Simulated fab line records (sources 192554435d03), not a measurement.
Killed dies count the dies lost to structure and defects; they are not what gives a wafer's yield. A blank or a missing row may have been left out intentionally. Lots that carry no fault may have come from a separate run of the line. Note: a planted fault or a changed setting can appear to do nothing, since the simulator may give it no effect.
Struck lot and sound lot, side by side	flow n5-finfet	14 steps out of a route of 1938
Sound: these wafers, L263.1, L263.2, L263.5. Struck: wafer L270.1. (L270.4 of the same lot was not struck and is left out.) The cause comes at the end.
Per side, at each step with rows, come the tool, then ch with its chambers, and then its first start. Under that, the readings that differ: sound wafers	struck wafers	difference of the means	sigmas: that difference in standard deviations of wafers without a fault.
alike: readings with means less than 2 such deviations apart, plus words and numbers identical on both sides. not compared: withheld readings, readings lacking a value on some wafer, bounds such as >300 that could conceal the same value, and numbers that have no deviation in the record and whose values overlap.
The two part at a step that has a row with sigmas, a row that says differs or no value, or rows on one side only. When numbers do not overlap yet have no deviation, they are printed without sigmas and do not part them. A reading missing from all wafers of one side parts the sides only when that side holds two or more wafers.

first, 2 steps without rows for these wafers: N5_BEOL_M13_PRECLEAN_39 (cleans in residue remover, time 60 s); N5_BEOL_M13_SRD_40 (time 30 s, dry time 30 s).
N5_BEOL_M13_DEGAS_41: time 60 s.
  sound on pvd-sputter-03 at day 11 19:23; struck on pvd-sputter-01 at day 13 23:42
  alike: heater-power-w
then, 2 steps without rows for these wafers: N5_BEOL_M13_PRE_CLEAN_42 (time 30 s); N5_BEOL_M13_SPUTTER_43 (material TaN, target thk 15 nm, time 24.19 s).
N5_BEOL_M13_SPUTTER_44: material Ta, target thk 10 nm, time 16.13 s.
  sound on pvd-sputter-03 at day 11 19:32; struck on pvd-sputter-01 at day 13 23:52
  alike: throttle-valve-pct
N5_BEOL_M13_SPUTTER_45: material Cu, target thk 80 nm, time 13.33 s.
  sound on pvd-sputter-03 at day 11 19:37; struck on pvd-sputter-01 at day 13 23:56
  alike: throttle-valve-pct
then, 1 step without rows for these wafers: N5_BEOL_M13_ECD_47 (material Cu, target thk 936 nm).
N5_BEOL_M13_ANNEAL_48: time 90 s.
  sound on rtp-anneal-01 ch 0, day 11 19:54; struck on rtp-anneal-01 ch 0, day 14 01:14
  alike: wafer_temp_C_max
N5_BEOL_M13_CMP_49: polishes, stops on SiOC, t overpolish 17.1 s, target thk 420 nm.
  sound on cmp-04 ch 1,2,3, day 11 20:16; struck on cmp-01 ch 0, day 14 01:34
reading	sound	struck	difference	sigmas
overpolish-run-s (s)	17.093 17.100 17.086	17.110	+0.017	+2
  alike: barrier-field-endpoint-s, clearing-platen-rpm, motor-current-A, slurry-flow-ml-min
N5_BEOL_M13_THK_MEAS_50: measures by xrf.
  sound on film-metro-02 at day 11 20:29; struck on film-metro-02 at day 14 01:49
  alike: M13_THK
then, 1 step without rows for these wafers: N5_BEOL_M13_PRE_CLEAN_52 (time 15 s).
N5_BEOL_M13_DEP_53: deposits SiCN from 3MS/NH3, target thk 50 nm, time 17.8 s.
  sound on pecvd-02 ch 0,1, day 11 20:33; struck on pecvd-01 ch 1, day 14 01:53
reading	sound	struck	difference	sigmas
model.SiCN_of_BEOL_M13_DEP_53.thk-nm (nm)	49.8 49.2 51	21.8	-28.2	
  alike: showerhead-plenum-p-Torr, throttle-valve-pct
N5_BEOL_M13_RS_MEAS_54: a four-point-probe measurement.
  sound on film-metro-02 at day 11 20:37; struck on film-metro-02 at day 14 01:57
  alike: M13_RS

## WHERE THEY PART
Within this record, at N5_BEOL_M13_CMP_49 only. Later steps at which nothing parts them and some readings are alike: N5_BEOL_M13_THK_MEAS_50, N5_BEOL_M13_DEP_53, N5_BEOL_M13_RS_MEAS_54.

WHY: what had been put in by the simulator
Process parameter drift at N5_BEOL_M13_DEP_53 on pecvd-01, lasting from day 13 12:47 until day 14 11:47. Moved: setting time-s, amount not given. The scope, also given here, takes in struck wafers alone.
